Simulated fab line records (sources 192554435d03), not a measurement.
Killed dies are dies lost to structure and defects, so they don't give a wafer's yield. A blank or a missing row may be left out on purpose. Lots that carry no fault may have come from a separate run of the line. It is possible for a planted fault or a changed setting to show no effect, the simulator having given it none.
fab line records | flow n5Finfet
record: lots: 9 wafers: 27 lastDay: 17
route steps=1938 shown ILD0@343 SDB@363 BEOL_M4@1111 PASSIVATION@1936
lots with no fault: from the same line, run without faults
startH: hours from the record's opening day to when the first of the lot's shown wafers began | waitH: hours since the lot's step before | " as in the row above | L1.1+2: a row that stands for several wafers | - no value present, or no start provided | * or withheld: withheld | < > ~ a bound
route shown NAME@n: a module of which the file shows steps, and the number in the route of the first | usual: average and standard deviation across the fault-free wafers | same: alike in all rows | chamber/n: place in a boat | sites: per-site readings | _std_site: how widely they spread, as a standard deviation | _edge_site: the outer-site mean with the inner-site mean subtracted | radiusMm: for every site, how far away it sits from the centre of the wafer | mask NAME#n: copy n | behind: the most recent tool/chamber to have shaped the wafer | hold: why the lot went on hold/how many hours it stayed there/how the hold came to an end | device: names the non-switching transistor (n, p or np) | end of line: the same wafers' tests at the end of the route | for a step that has no rows: nothing shown but its recipe | killed: dies lost to structure and defects at the first sort, not the wafer's yield | map: shows each die of a wafer: x if killed, . if not, _ if none is there
set.NAME: the setting the step ran with; set.NAME@STEP: the setting that earlier step ran with | model.NAME: the simulator's own value behind a step, which no gauge read
route steps across a sampled set of lots; one table per step, one row per wafer
services: when a tool's chamber went out of use (startH, in hours from the record's first day, below 0 if earlier), for how many hours, and the reason
== steps ==
step: N5_ILD0_ALD_15
recipe: material: SiNx targetThkA: 240 tempC: 400 aldPrecursorFamily: SiH2I2 aldCoReactant: N2/H2-plasma pulseTimeS: 1 aldCycles: 480 purgeTimeS: 2 coReactantPurgeTimeS: 2 pressureTorr: 2
usual: heaterPowerW: 862/72 precursorPulseHeightRel: 0.999/0.02
same: aldCycles: 480 coReactantPurgeTimeS: 2
columns lot.wafer tool chamber startH waitH heaterPowerW precursorPulseHeightRel
L482.1 aldSin-04 0 66.63 0.6 830 0.996
L482.3 " 3 " " 993 1.035
L482.4 " 2 " " 1010 0.991
L486.3 aldSin-02 3 87.43 0.6 843 1.003
L486.4 " 1 88.52 1.5 849 0.991
L486.5 " 2 " " 781 0.997
L488.2 aldSin-03 0 101.82 0.9 868 1.015
L488.5 " 3 102.91 1.5 843 0.993
L488.6 " 2 " " 827 1.020
L492.1 aldSin-02 1 124.99 0.8 862 0.997
L492.5 " 2 126.08 1.3 762 1.016
L492.6 " 3 " " 847 1.000
L495.1 aldSin-02 1 144.10 0.7 886 1.000
L495.5 " 1 145.19 1.3 860 1.016
L495.6 " 0 " " 906 1.012
L496.1 aldSin-03 1 146.66 0.6 784 0.972
L496.2 " 3 " " 851 0.968
L496.5 " 1 147.74 1.2 785 1.003
L498.2 aldSin-04 2 159.33 0.5 1001 0.991
L498.3 " 1 " " 881 0.991
L498.5 " 0 160.42 1.2 840 0.981
L503.1 aldSin-03 2 189.08 0.6 832 0.995
L503.4 " 0 " " 847 1.000
L503.6 " 1 190.16 1.1 812 0.973
L504.2 aldSin-04 1 197.17 0.5 834 0.989
L504.4 " 0 " " 762 1.014
L504.5 " 3 198.26 1.2 975 0.982
step: N5_SDB_STRIP_21
recipe: chemistry: CF4 resist: SiARC powerW: 300 biasPowerW: 75 pressureMtorr: 50 cf4FlowSccm: 150 rfFrequencyHz: 6e+07
usual: biasPowerW: 75.02/0.23 drypumpMotorCurrentA: 5.8/0.44 oesProductAu: 0.76/0.055 rfVppV: 271.3/1.3 showerheadPlenumPTorr: 1.80/0.045 throttleValvePct: 13.61/0.22
columns lot.wafer tool chamber startH waitH biasPowerW drypumpMotorCurrentA oesProductAu rfHoursCounterH rfVppV showerheadPlenumPTorr throttleValvePct
L482.1 rieDiel-02 0 70.03 0.0 75.14 6.2 0.69 242 271.9 1.84 13.93
L482.3 " 0 " " 75.16 6.2 0.69 - 272.1 1.84 13.92
L482.4 " 3 " " 74.90 5.2 0.73 - 271.2 1.81 13.55
L486.3 rieDiel-04 1 90.73 0.0 74.94 5.5 0.84 50 273.2 1.81 13.52
L486.4 " 0 " " 74.84 5.3 0.73 172 269.6 1.78 13.53
L486.5 " 2 " " 75.13 6.0 0.83 - 270.4 1.81 13.21
L488.2 rieDiel-01 0 105.13 0.0 74.70 5.9 0.75 144 270.1 1.72 13.38
L488.5 " 3 " " 75.13 6.7 0.72 - 273.5 1.85 13.88
L488.6 " 0 " " 74.73 5.9 0.75 - 270.9 1.72 13.39
L492.1 rieDiel-01 1 128.33 0.0 74.89 6.2 0.86 54 271.5 1.83 13.64
L492.5 " 1 " " 75.16 6.2 0.86 - 272.7 1.83 13.65
L492.6 " 0 " " 75.02 5.9 0.75 - 270.1 1.72 13.41
L495.1 rieDiel-02 3 147.50 0.0 74.74 5.2 0.72 183 269.8 1.80 13.57
L495.5 " 2 " " 74.65 6.6 0.74 - 272.5 1.86 13.91
L495.6 " 3 " " 74.84 5.2 0.71 - 272.0 1.80 13.56
L496.1 rieDiel-01 1 149.96 0.0 74.90 6.2 0.85 62 270.9 1.83 13.66
L496.2 " 2 " " 75.14 5.6 0.79 96 269.0 1.73 13.57
L496.5 " 1 " " 75.11 6.2 0.85 - 271.5 1.83 13.67
L498.2 rieDiel-04 0 162.52 0.0 74.88 5.3 0.70 200 271.3 1.77 13.58
L498.3 " 1 " " 75.07 5.5 0.82 78 269.6 1.80 13.57
L498.5 " 0 " " 75.17 5.3 0.70 - 271.7 1.77 13.59
L503.1 rieDiel-04 2 192.38 0.0 75.18 6.0 0.78 103 270.4 1.80 13.29
L503.4 " 2 " " 75.09 6.0 0.78 - 271.7 1.80 13.29
L503.6 " 0 " " 75.23 5.3 0.70 - 270.0 1.77 13.60
L504.2 rieDiel-04 2 200.89 0.0 75.72 6.0 0.77 109 271.9 1.80 13.29
L504.4 " 1 " " 74.98 5.5 0.79 - 271.0 1.80 13.62
L504.5 " 1 " " 74.80 5.6 0.79 - 269.3 1.79 13.63
step: N5_SDB_ETCH_25
recipe: chemistry: C4F6/O2 target: SiO2 targetDepthA: 100 timeS: 3.3 ionEnergyEv: 250 maskMaterial: SiNx pressureMtorr: 30 sourceW: 345 biasW: 185 Ar_flow_sccm: 300 C4F6_flow_sccm: 10 O2_flow_sccm: 10
usual: C4F6_flow_sccm: 10.00/0.032 O2_flow_sccm: 9.999/0.028 drypumpMotorCurrentA: 5.9/0.46 oesProductAu: 0.78/0.064 rfVppV: 663/9.6 showerheadPlenumPTorr: 2.87/0.075 throttleValvePct: 21.27/0.24
columns lot.wafer tool chamber startH waitH C4F6_flow_sccm O2_flow_sccm drypumpMotorCurrentA oesProductAu rfHoursCounterH rfVppV showerheadPlenumPTorr throttleValvePct
L482.1 rieDiel-01 0 70.39 0.0 10.00 9.997 5.9 0.77 130 655 2.74 20.92
L482.3 " 3 " " 9.99 9.975 6.8 0.74 190 675 2.95 21.46
L482.4 " 2 " " 9.96 10.015 5.6 0.82 - 666 2.75 21.07
L486.3 rieDiel-02 1 91.05 0.0 9.98 9.940 5.9 0.80 124 655 2.88 21.38
L486.4 " 0 " " 10.01 10.022 6.2 0.68 250 659 2.94 21.54
L486.5 " 3 " " 9.96 10.001 5.2 0.73 - 663 2.87 21.09
L488.2 rieDiel-01 2 105.47 0.0 10.04 10.026 5.6 0.80 81 667 2.74 21.11
L488.5 " 3 " " 9.99 10.003 6.7 0.72 - 677 2.95 21.47
L488.6 " 0 " " 9.95 9.981 5.9 0.76 - 654 2.73 20.93
L492.1 rieDiel-01 0 128.91 0.3 10.00 9.982 5.9 0.75 151 654 2.73 20.95
L492.5 " 3 " " 9.97 9.971 6.7 0.71 - 677 2.94 21.47
L492.6 " 2 " " 10.01 10.050 5.6 0.80 - 667 2.74 21.13
L495.1 rieDiel-01 3 147.87 0.1 - - - - - - - -
L495.5 " 1 " " - - - - - - - -
L495.6 " 2 " " - - - - - - - -
L496.1 rieDiel-02 0 150.28 0.0 - - - - - - - -
L496.2 " 1 " " - - - - - - - -
L496.5 " 0 " " - - - - - - - -
L498.2 rieDiel-04 2 163.53 0.7 10.03 10.008 5.9 0.81 90 662 2.88 20.91
L498.3 " 0 " " 10.02 10.025 5.3 0.71 200 644 2.84 21.22
L498.5 " 0 " " 10.01 9.981 5.3 0.71 - 645 2.84 21.23
L503.1 rieDiel-02 3 192.70 0.0 10.07 10.082 5.2 0.70 196 662 2.85 21.13
L503.4 " 0 " " 10.05 9.996 6.2 0.89 25 658 2.93 21.24
L503.6 " 2 " " 9.99 9.998 6.6 0.74 - 659 2.98 21.71
L504.2 rieDiel-02 1 201.25 0.0 10.00 9.968 5.8 0.76 158 655 2.86 21.42
L504.4 " 2 " " 10.01 10.035 6.6 0.73 178 660 2.98 21.71
L504.5 " 2 " " 10.04 9.957 6.6 0.74 - 659 2.98 21.72
step: N5_SDB_INSPECT_36
recipe: inspectInstrument: darkfield mode: postCmp
usual: rawDefectCount: 42/19
columns lot.wafer tool chamber startH waitH rawDefectCount
L482.1 defectInspect-02 - 73.72 0.0 28
L482.3 " - " " 35
L482.4 " - " " 51
L486.3 defectInspect-01 - 94.37 0.0 11
L486.4 " - " " 14
L486.5 " - " " 9
L488.2 defectInspect-02 - 108.79 0.0 44
L488.5 " - " " 58
L488.6 " - " " 39
L492.1 defectInspect-01 - 132.36 0.0 54
L492.5 " - " " 60
L492.6 " - " " 26
L495.1 defectInspect-01 - 151.19 0.0 34
L495.5 " - " " 18
L495.6 " - " " 49
L496.1 defectInspect-01 - 153.60 0.0 44
L496.2 " - " " 24
L496.5 " - " " 39
L498.2 defectInspect-01 - 166.87 0.0 35
L498.3 " - " " 45
L498.5 " - " " 75
L503.1 defectInspect-01 - 196.02 0.0 29
L503.4 " - " " 47
L503.6 " - " " 18
L504.2 defectInspect-02 - 204.57 0.0 58
L504.4 " - " " 41
L504.5 " - " " 64
step: N5_BEOL_M4_RC_MEAS_101
usual: DIBL_N: 36.1/1.6 DIBL_P: 35.8/2.1 IOFF_N: 0.16/0.031 IOFF_P: 0.21/0.034 ION_N: 673/12 ION_P: 461/7.2 SS_N: 71.4/0.59 SS_P: 73.3/0.63 VT_N: 250/3.1 VT_P: -250/3.3
columns lot.wafer tool chamber startH waitH DIBL_N[mV/V] DIBL_P[mV/V] IOFF_N[nA/um] IOFF_P[nA/um] ION_N[uA/um] ION_P[uA/um] SS_N[mV/dec] SS_P[mV/dec] VT_N[mV] VT_P[mV]
L482.1 prober-02 0 175.25 0.0 36.1 36.1 0.17 0.21 676 463 71.7 73.4 248 -253
L482.3 " 0 " " 36.0 35.6 0.16 0.21 670 457 71.8 73.3 249 -250
L482.4 " 0 " " 36.9 36.0 0.17 0.21 689 465 71.4 74.3 247 -252
L486.3 prober-02 0 201.06 0.3 36.3 36.9 0.17 0.21 683 459 71.6 73.3 250 -253
L486.4 " 0 " " 36.1 37.0 0.17 0.21 677 457 71.6 73.4 249 -253
L486.5 " 0 " " 38.2 39.6 0.23 0.27 687 465 72.3 74.0 243 -249
L488.2 prober-01 0 210.33 0.2 35.0 35.2 0.14 0.18 666 455 71.4 72.9 251 -255
L488.5 " 0 " " 33.3 31.9 0.10 0.14 649 445 70.9 72.0 261 -256
L488.6 " 0 " " 35.1 35.1 0.14 0.18 662 452 70.7 73.5 252 -255
L492.1 prober-01 0 234.95 0.0 35.4 36.1 0.14 0.17 667 452 71.0 73.5 253 -256
L492.5 " 0 " " 35.0 35.7 0.14 0.17 676 460 71.0 72.2 251 -255
L492.6 " 0 " " 35.7 36.6 0.14 0.18 664 452 71.4 73.3 254 -255
L498.2 prober-01 0 274.79 0.2 39.4 40.5 0.22 0.24 695 470 71.8 73.8 246 -250
L498.3 " 0 " " 37.6 38.6 0.17 0.22 674 462 71.2 73.7 247 -251
L498.5 " 0 " " 39.6 40.6 0.23 0.25 690 462 71.9 74.8 245 -252
L503.1 prober-01 0 300.74 0.0 36.8 35.8 0.18 0.22 676 465 71.4 73.6 247 -247
L503.4 " 0 " " 38.2 38.7 0.21 0.29 685 469 72.2 74.5 244 -246
L503.6 " 0 " " 37.3 36.1 0.17 0.23 675 462 71.9 73.7 249 -249
L504.2 prober-02 0 301.17 0.2 33.8 31.7 0.11 0.18 650 464 70.8 71.4 253 -249
L504.4 " 0 " " 39.8 39.0 0.26 0.31 699 474 71.7 73.9 241 -241
L504.5 " 0 " " 37.5 36.7 0.18 0.27 690 471 71.7 73.3 244 -244
step: N5_PASSIVATION_PROBE_49
usual: defectLimitedYield: 91.0/1.5 killed_at_M0_to_M3: 35/11 killed_at_M4_up: 13/6 killedAtContacts: 14/6.5 killedAtFrontEnd: 40/12 killedAtOther: 4/3.4 killedDies: 106/18 killedOnRim: 14/4.7 killedOpen: 68/14 killedShort: 35/7.7 sort_bin_5_function: 5.2/0.98 sort_bin_6_memory: 3.4/0.72 sortNPass: 1074/18 sortYieldPct: 91.0/1.5
same: grossDies: 1180 killedAtBackSide: 0 sort_bin_4_leakage[%]: 0 sort_bin_8_speed[%]: 0
columns lot.wafer tool chamber startH waitH defectLimitedYield[%] killed_at_M0_to_M3 killed_at_M4_up killedAtContacts killedAtFrontEnd killedAtOther killedDies killedOnRim killedOpen killedShort sort_bin_5_function[%] sort_bin_6_memory[%] sortNPass sortYieldPct[%]
L496.1 prober-01 - 366.52 0.0 0 32 18 10 1118 2 1180 152 58 25 97.3 2.5 0 0
L496.2 prober-01 - 366.57 0.1 0 30 12 14 1123 1 1180 152 63 35 96.7 2.8 0 0
L496.5 prober-01 - 366.72 0.2 0 31 13 7 1127 2 1180 152 59 31 96.0 3.7 0 0
L495.1 prober-02 - 366.57 0.0 0 29 23 13 1114 1 1180 152 77 29 96.1 3.6 0 0
L495.5 prober-02 - 366.77 0.2 0 35 20 12 1113 0 1180 152 72 38 95.4 4.2 0 0
L495.6 prober-02 - 366.82 0.3 0 23 27 17 1110 3 1180 152 74 49 96.0 3.7 0 0
killed by level:class
L496.1 SDB:areaEtch=1095 BEOL_M0_SAQP:geometricParticle:open=10 MOL_CONTACT_COAG:geometricParticle:open=9 BEOL_M1:geometricParticle:open=8 BEOL_M0_SAQP:geometricParticle:short=6 STI_FIN_REVEAL:geometricParticle:open=5 BEOL_M6:geometricParticle:open=4 BEOL_M5:geometricParticle:open=4
L496.2 SDB:areaEtch=1081 STI_FIN_REVEAL:geometricParticle:open=12 MOL_CONTACT_COAG:geometricParticle:open=8 DUMMY_GATE:geometricParticle:open=7 BEOL_M1:geometricParticle:open=7 BEOL_M0_SAQP:geometricParticle:short=7 MOL_CONTACT_COAG:geometricParticle:short=6 BEOL_M0_SAQP:geometricParticle:open=6
L495.1 SDB:areaEtch=1074 MOL_CONTACT_COAG:geometricParticle:open=12 BEOL_M1:geometricParticle:open=12 DUMMY_GATE:geometricParticle:open=9 BEOL_M4:geometricParticle:open=7 STI_FIN_REVEAL:geometricParticle:open=6 FIN_SAQP:geometricParticle:open=4 STI_FIN_REVEAL:geometricParticle:short=4
L496.5 SDB:areaEtch=1089 STI_FIN_REVEAL:geometricParticle:open=11 BEOL_M3:geometricParticle:open=9 BEOL_M0_SAQP:geometricParticle:open=8 MOL_CONTACT_COAG:geometricParticle:open=7 BEOL_M5:geometricParticle:open=6 FIN_SAQP:geometricParticle:short=5 GATE_CUT:geometricParticle:short=5
L495.5 SDB:areaEtch=1070 FIN_SAQP:geometricParticle:open=11 MOL_CONTACT_COAG:geometricParticle:open=9 BEOL_M1:geometricParticle:open=9 STI_FIN_REVEAL:geometricParticle:open=8 FIN_SAQP:geometricParticle:short=6 BEOL_M0_SAQP:geometricParticle:short=6 BEOL_M8:geometricParticle:open=6
L495.6 SDB:areaEtch=1056 FIN_SAQP:geometricParticle:short=17 MOL_CONTACT_COAG:geometricParticle:open=13 BEOL_M4:geometricParticle:open=11 STI_FIN_REVEAL:geometricParticle:open=8 GATE_CUT:geometricParticle:open=7 BEOL_M0_SAQP:geometricParticle:open=7 BEOL_M4:geometricParticle:short=6
== services ==
columns tool chamber startH hours kind
rieDiel-02 - 46.23 2.8 pm
aldSin-04 1 49.52 1.7 repair
rieDiel-02 2 49.88 22.3 repair
rieDiel-02 1 60.94 12.0 repair
aldSin-03 1 67.81 6.7 repair
rieDiel-01 1 68.06 6.8 repair
aldSin-02 0 76.00 12.0 repair
aldSin-03 - 86.62 14.0 pm
rieDiel-02 0 91.12 - clean
rieDiel-02 0 91.12 - consumableReplace:focusRing
rieDiel-02 0 91.12 16.2 scheduledDown
rieDiel-02 0 91.12 16.2 ventCycle
rieDiel-01 1 98.46 4.6 repair
aldSin-02 1 147.49 30.3 repair
rieDiel-04 3 149.90 3.7 repair
rieDiel-02 2 165.11 1.6 repair
rieDiel-02 1 169.68 5.5 repair
rieDiel-04 3 174.05 - clean
rieDiel-04 3 174.05 - consumableReplace:focusRing
rieDiel-04 3 174.05 32.0 scheduledDown
rieDiel-04 3 174.05 32.0 ventCycle
rieDiel-02 - 176.27 14.6 pm
aldSin-04 - 179.17 14.0 pm
rieDiel-04 0 192.97 14.7 repair
== key ==
firstSign: step: N5_SDB_ETCH_25 reading: toolRecord direction: missing
effect: step: N5_PASSIVATION_PROBE_49 reading: sort_bin_5_function direction: up sigmas: 93 usual: 5.2 struck: 96.3
moreKillsBornAt: N5_SDB_ETCH_25@rieDiel-02: 3265 N5_SDB_ETCH_25@rieDiel-01: 3199
metAt N5_SDB_ETCH_25
struckLots L495,L496
laterRowsLeftOut L495.1,L495.5,L495.6,L496.1,L496.2,L496.5
notActingAt N5_ILD0_ALD_15,N5_SDB_STRIP_21,N5_SDB_INSPECT_36
onsetBetween 128.91 147.87
fault: kind: skippedStepWhole tool: rieDiel-01,rieDiel-02 chamber: - onsetH: 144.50 steps: N5_SDB_ETCH_25 scope: struckLotsOnly
laterRowsLeftOut: the simulator's readings of these wafers behind a module that went badly wrong aren't trusted and aren't shown, but for the sort
